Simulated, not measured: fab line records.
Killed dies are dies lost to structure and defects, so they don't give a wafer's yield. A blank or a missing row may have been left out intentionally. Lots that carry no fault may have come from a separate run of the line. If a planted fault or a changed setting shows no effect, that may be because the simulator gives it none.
Matching of chambers | flow nand_harc | 4 sister chambers for NHARC_A_CHANNEL_HOLE_D1_ETCH_44 on rie_diel-13
The step etches the open film in CF4/O2, target depth 140 nm, overetch 14 nm, time 77 s. 30 wafers are shown with their chamber, then 12 later ones without.

## WAFERS PAIRED WITH THEIR CHAMBERS
wafer  | chamber | showerhead_plenum_p_Torr (Torr) | drypump_motor_current_A (A) | rf_vpp_V (V)
L075.2 | 3       | 1.32                            | 5.65                        | 197.8
L075.4 | 0       | 1.37                            | 5.99                        | 199.1
L075.5 | 1       | 1.29                            | 5.58                        | 198.8
L076.1 | 2       | 1.38                            | 5.75                        | 198.5
L076.2 | 3       | 1.32                            | 5.67                        | 197.5
L076.6 | 3       | 1.32                            | 5.67                        | 195.8
L077.1 | 1       | 1.29                            | 5.56                        | 196.9
L077.4 | 3       | 1.32                            | 5.66                        | 197.7
L077.6 | 2       | 1.38                            | 5.79                        | 199.2
L079.4 | 3       | 1.32                            | 5.66                        | 199.1
L079.5 | 2       | 1.38                            | 5.81                        | 199.3
L079.6 | 1       | 1.29                            | 5.58                        | 196.0
L080.2 | 1       | 1.29                            | 5.59                        | 197.1
L080.4 | 2       | 1.38                            | 5.76                        | 198.3
L080.5 | 0       | 1.37                            | 5.97                        | 198.8
L082.1 | 1       | 1.29                            | 5.57                        | 196.4
L082.3 | 2       | 1.38                            | 5.81                        | 198.6
L082.4 | 3       | 1.32                            | 5.66                        | 198.4
L083.2 | 0       | 1.37                            | 5.99                        | 198.7
L083.3 | 2       | 1.38                            | 5.80                        | 198.2
L083.4 | 3       | 1.32                            | 5.67                        | 198.2
L084.3 | 2       | 1.38                            | 5.80                        | 198.8
L084.4 | 1       | 1.29                            | 5.58                        | 196.1
L084.5 | 1       | 1.29                            | 5.58                        | 197.3
L085.1 | 1       | 1.29                            | 5.62                        | 195.8
L085.2 | 2       | 1.38                            | 5.82                        | 199.1
L085.6 | 0       | 1.37                            | 6.06                        | 198.9
L088.2 | 0       | 1.37                            | 6.01                        | 198.7
L088.3 | 3       | 1.32                            | 5.68                        | 197.6
L088.4 | 1       | 1.28                            | 5.58                        | 197.5

SIGNATURES (averages over the wafers above)
reading                  | chamber 0 | chamber 1 | chamber 2 | chamber 3 | scatter within a chamber
showerhead_plenum_p_Torr | 1.3700    | 1.2889    | 1.3800    | 1.3200    | 0.00185
drypump_motor_current_A  | 6.0040    | 5.5822    | 5.7925    | 5.6650    | 0.0213
rf_vpp_V                 | 198.840   | 196.878   | 198.750   | 197.762   | 0.753
Rule: for a wafer and a chamber, the distance is found by dividing, reading by reading, the gap between the wafer's reading and the chamber's mean by the reading's scatter, squaring, summing and taking the root. The wafer belongs to the nearest chamber; if the next one is less than 2 further off, it can't be placed. How the scatter is found: for the shown wafers, subtract from each reading the mean of its chamber, square and add these, divide the total by (wafers less chambers), then take the root.

## WAFERS WITH NO CHAMBER GIVEN
wafer  | showerhead_plenum_p_Torr (Torr) | drypump_motor_current_A (A) | rf_vpp_V (V)
L089.3 | 1.37                            | 5.98                        | 199.7
L089.4 | 1.28                            | 5.60                        | 195.7
L089.6 | 1.38                            | 5.82                        | 198.2
L090.4 | 1.28                            | 5.59                        | 196.0
L090.5 | 1.38                            | 5.75                        | 199.6
L090.6 | 1.28                            | 5.58                        | 198.2
L094.2 | 1.32                            | 5.69                        | 197.1
L094.4 | 1.37                            | 5.98                        | 200.0
L094.5 | 1.38                            | 5.77                        | 198.9
L095.4 | 1.28                            | 5.60                        | 197.0
L095.5 | 1.37                            | 5.93                        | 199.1
L095.6 | 1.28                            | 5.61                        | 196.8

## CHAMBER TAKEN BY EACH
wafer  | from the rows above | in truth
L089.3 | 0                   | 0
L089.4 | 1                   | 1
L089.6 | 2                   | 2
L090.4 | 1                   | 1
L090.5 | 2                   | 2
L090.6 | 1                   | 1
L094.2 | 3                   | 3
L094.4 | 0                   | 0
L094.5 | 2                   | 2
L095.4 | 1                   | 1
L095.5 | 0                   | 0
L095.6 | 1                   | 1
Correct placement for 12 of the 12. Not placeable from these rows: 0. Placed wrongly: 0.
